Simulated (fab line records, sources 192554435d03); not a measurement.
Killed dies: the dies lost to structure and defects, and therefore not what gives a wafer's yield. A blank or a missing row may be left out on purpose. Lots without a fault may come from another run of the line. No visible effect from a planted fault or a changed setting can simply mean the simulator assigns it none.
Matching of chambers || flow n5-finfet || cvd-co-01 running N5_BEOL_M1_PRE_CLEAN_60: 3 sister chambers
The step time 15 s. 16 wafers are shown with their chamber, then 8 later ones without.

## WAFERS WITH THEIR CHAMBER
{"wafer": "L075.1", "chamber": 2, "heater-power-w (W)": 57}
{"wafer": "L075.3", "chamber": 0, "heater-power-w (W)": 88}
{"wafer": "L075.5", "chamber": 0, "heater-power-w (W)": 89}
{"wafer": "L083.2", "chamber": 2, "heater-power-w (W)": 58}
{"wafer": "L083.4", "chamber": 1, "heater-power-w (W)": 93}
{"wafer": "L083.6", "chamber": 0, "heater-power-w (W)": 88}
{"wafer": "L084.1", "chamber": 1, "heater-power-w (W)": 91}
{"wafer": "L084.3", "chamber": 2, "heater-power-w (W)": 57}
{"wafer": "L084.5", "chamber": 2, "heater-power-w (W)": 57}
{"wafer": "L086.2", "chamber": 1, "heater-power-w (W)": 94}
{"wafer": "L086.5", "chamber": 0, "heater-power-w (W)": 90}
{"wafer": "L086.6", "chamber": 2, "heater-power-w (W)": 59}
{"wafer": "L087.3", "chamber": 1, "heater-power-w (W)": 92}
{"wafer": "L087.4", "chamber": 2, "heater-power-w (W)": 58}
{"wafer": "L087.6", "chamber": 0, "heater-power-w (W)": 90}
{"wafer": "L085.1", "chamber": 0, "heater-power-w (W)": 89}

SIGNATURES, as means of the wafers listed above
{"reading": "heater-power-w", "chamber 0": 89.00, "chamber 1": 92.50, "chamber 2": 57.67, "scatter within a chamber": 0.974}
Rule: distance of a wafer from a chamber = root of the sum over the readings of ((wafer's reading minus chamber's mean) / reading's scatter) squared. If the next closest chamber is less than 2 further off than the closest, the wafer can't be placed; otherwise it belongs to the closest. The scatter: the root of (the sum of the squares of (reading less its chamber's mean) over the shown wafers, divided by (wafers less chambers)).

## WAFERS WHOSE CHAMBER IS MISSING
{"wafer": "L085.2", "heater-power-w (W)": 93}
{"wafer": "L085.3", "heater-power-w (W)": 59}
{"wafer": "L085.4", "heater-power-w (W)": 94}
{"wafer": "L085.5", "heater-power-w (W)": 58}
{"wafer": "L085.6", "heater-power-w (W)": 88}
{"wafer": "L089.1", "heater-power-w (W)": 89}
{"wafer": "L089.5", "heater-power-w (W)": 91}
{"wafer": "L089.6", "heater-power-w (W)": 95}

## WHICH CHAMBER EACH ONE RAN IN
{"wafer": "L085.2", "from the rows above": 1, "in truth": 1}
{"wafer": "L085.3", "from the rows above": 2, "in truth": 2}
{"wafer": "L085.4", "from the rows above": 1, "in truth": 1}
{"wafer": "L085.5", "from the rows above": 2, "in truth": 2}
{"wafer": "L085.6", "from the rows above": 0, "in truth": 0}
{"wafer": "L089.1", "from the rows above": 0, "in truth": 0}
{"wafer": "L089.5", "from the rows above": "can't be placed: 1 or 0", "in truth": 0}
{"wafer": "L089.6", "from the rows above": 1, "in truth": 1}
Placed correctly: 7 of 8. These rows do not allow placing 1 (true chamber among the candidates in 1). Wrongly placed: 0.
